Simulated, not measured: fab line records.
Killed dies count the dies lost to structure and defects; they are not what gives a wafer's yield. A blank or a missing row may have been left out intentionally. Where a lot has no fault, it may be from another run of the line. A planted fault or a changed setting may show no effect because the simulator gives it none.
Which tool is to blame? -- flow nandHarc -- 13 lots, 39 wafers sampled, at 5 steps of a route of 1302

WHAT THE GAUGES SHOWED, per wafer
NHARC_A_BONDPAD_CD_MEAS_13.
lot,measured,on,cdNm (nm)
L750,day 23 18:04,cdSem-02,500.6 502.3 501.0
L751,day 23 10:05,cdSem-03,500.5 499.1 500.5
L752,day 24 00:56,cdSem-01,500.2 503.3 499.6
L753,day 24 09:44,cdSem-02,496.7 497.8 495.6
L754,day 24 15:22,cdSem-03,499.8 496.2 492.1
L755,day 24 07:47,cdSem-02,494.8 496.1 498.1
L757,day 25 16:39,cdSem-01,499.4 496.4 498.4
L758,day 26 09:10,cdSem-01,504.1 502.4 501.3
L759,day 26 21:09,cdSem-02,499.8 501.1 501.0
L762,day 28 03:36,cdSem-03,500.5 496.9 499.0
L770,day 31 09:28,cdSem-03,499.5 496.7 500.7
L772,day 31 11:55,cdSem-03,504.9 498.2 502.0
L771,day 31 07:37,cdSem-01,503.6 501.4 499.2

NHARC_END_SORT_01.
lot,measured,on,killedAtArray,killedAtOther,killedAtPeriphery,killedDies,killedOpen,killedShort
L759,day 28 03:53,prober-01,54 50 57,3 1 2,4 84 84,61 135 143,5 2 4,3 1 0
L762,day 29 08:16,prober-01,68 80 67,0 0 0,83 83 1,151 163 68,6 9 4,2 2 0

EACH LOT AND THE TOOL THAT RAN IT (in order: tool; ch and the chambers of the sampled wafers; start)
lot,NHARC_P_CONTACT_DEP_00,NHARC_A_BONDPAD_DESCUM_11,NHARC_A_BONDPAD_DEGAS_25
L750,"pecvd-04 ch 0,2, day 6 02:13","rieDiel-04 ch 0,1,2, day 23 17:46","pvdSputter-02, day 23 18:42"
L751,"pecvd-02 ch 0,1, day 6 03:09","rieDiel-11 ch 0,1,2, day 23 09:47","pvdSputter-01, day 23 10:44"
L752,"pecvd-02 ch 0,1, day 6 13:20","rieDiel-05 ch 0,3, day 24 00:38","pvdSputter-03, day 24 01:35"
L753,"pecvd-04 ch 0,1,2, day 7 05:46","rieDiel-05 ch 0,1,3, day 24 09:25","pvdSputter-03, day 24 10:22"
L754,"pecvd-04 ch 0,2, day 7 06:34","rieDiel-04 ch 1,3, day 24 15:02","pvdSputter-01, day 24 15:59"
L755,"pecvd-04 ch 1,2, day 7 17:31","rieDiel-05 ch 0,2,3, day 24 07:28","pvdSputter-01, day 24 08:25"
L757,"pecvd-02 ch 0,1,2, day 8 16:41","rieDiel-04 ch 0,1,3, day 25 16:21","pvdSputter-01, day 25 17:17"
L758,"pecvd-04 ch 0,1, day 9 03:14","rieDiel-05 ch 2,3, day 26 08:51","pvdSputter-02, day 26 09:48"
L759,"pecvd-04 ch 1,2, day 9 21:06","rieDiel-11 ch 1,2,3, day 26 20:50","pvdSputter-01, day 26 21:49"
L762,"pecvd-04 ch 1,2, day 10 18:04","rieDiel-05 ch 0,1,2, day 28 03:18","pvdSputter-01, day 28 04:13"
L770,"pecvd-02 ch 0,1, day 14 02:49","rieDiel-04 ch 0,1,3, day 31 09:10","pvdSputter-03, day 31 10:06"
L772,"pecvd-04 ch 0,1,2, day 14 15:26","rieDiel-04 ch 0,1,3, day 31 11:37","pvdSputter-03, day 31 12:32"
L771,"pecvd-02 ch 0,1,2, day 14 15:36","rieDiel-05 ch 0,2, day 31 07:18","pvdSputter-02, day 31 08:14"
- NHARC_P_CONTACT_DEP_00: deposits SiO2, target thk 500 nm.
- NHARC_A_BONDPAD_DESCUM_11: chemistry O2, time 3 s.
- NHARC_A_BONDPAD_DEGAS_25: time 60 s.

WHAT THE TOOLS THEMSELVES READ (means of the sampled wafers that have a number; where no wafer has one, the mark that the record gives instead)
NHARC_P_CONTACT_DEP_00.
lot,tool,heaterPowerW (W),throttleValvePct (%)
L750,pecvd-04,623,15.3
L751,pecvd-02,558,15.7
L752,pecvd-02,528,15.5
L753,pecvd-04,595,15.7
L754,pecvd-04,547,15.8
L755,pecvd-04,650,15.2
L757,pecvd-02,563,16.0
L758,pecvd-04,525,16.3
L759,pecvd-04,630,15.4
L762,pecvd-04,642,15.6
L770,pecvd-02,620,15.6
L772,pecvd-04,548,15.9
L771,pecvd-02,514,15.4

NHARC_A_BONDPAD_DESCUM_11.
lot,tool,drypumpMotorCurrentA (A),oesProductAu (a.u.),rfVppV (V),showerheadPlenumPTorr (Torr),throttleValvePct (%)
L750,rieDiel-04,5.8,1.011,57.7,1.97,11.321
L751,rieDiel-11,5.2,0.992,57.5,1.94,11.308
L752,rieDiel-05,5.3,1.005,58.0,1.90,11.314
L753,rieDiel-05,5.4,1.008,57.6,1.90,11.312
L754,rieDiel-04,5.7,1.000,57.5,1.86,11.318
L755,rieDiel-05,5.7,0.993,58.4,1.94,11.317
L757,rieDiel-04,5.5,1.003,57.8,1.90,11.312
L758,rieDiel-05,5.6,0.996,56.5,1.91,11.309
L759,rieDiel-11,5.4,1.001,57.7,1.93,11.316
L762,rieDiel-05,5.8,0.996,57.7,1.94,11.313
L770,rieDiel-04,5.6,1.011,58.4,1.89,11.308
L772,rieDiel-04,5.6,1.007,58.6,1.89,11.300
L771,rieDiel-05,5.9,1.003,58.0,1.99,11.309

NHARC_A_BONDPAD_DEGAS_25.
lot,tool,heaterPowerW (W)
L750,pvdSputter-02,482
L751,pvdSputter-01,512
L752,pvdSputter-03,494
L753,pvdSputter-03,492
L754,pvdSputter-01,493
L755,pvdSputter-01,505
L757,pvdSputter-01,516
L758,pvdSputter-02,554
L759,pvdSputter-01,497
L762,pvdSputter-01,524
L770,pvdSputter-03,484
L772,pvdSputter-03,518
L771,pvdSputter-02,528

THE ANSWER, worked out from the rows above alone
Rule: the lots themselves supply what counts as usual. The widest of any qualifying gaps counts: lots, ordered by their means at a reading, are off when they make up no more than a third of the lots, leave a main group of 4 or more, and stand apart from it by 3 or more times the standard deviation of that group's means. Not used: any main group whose means are identical at the precision the tables above print for the reading. Also off: a lot with no number at a reading for which 4 or more lots have one. Any other lot the step has rows for is counted as sound. After the gauges, taken in route order, come the tools' own readings; for these a lot's mean is taken, as printed above. At the first step where some lot is off, the reading lying furthest off is the one used; lots without a number count as furthest.
No lot is off on any of the readings shown, so nothing can be concluded from this.

WHAT THE SIMULATOR PUT IN
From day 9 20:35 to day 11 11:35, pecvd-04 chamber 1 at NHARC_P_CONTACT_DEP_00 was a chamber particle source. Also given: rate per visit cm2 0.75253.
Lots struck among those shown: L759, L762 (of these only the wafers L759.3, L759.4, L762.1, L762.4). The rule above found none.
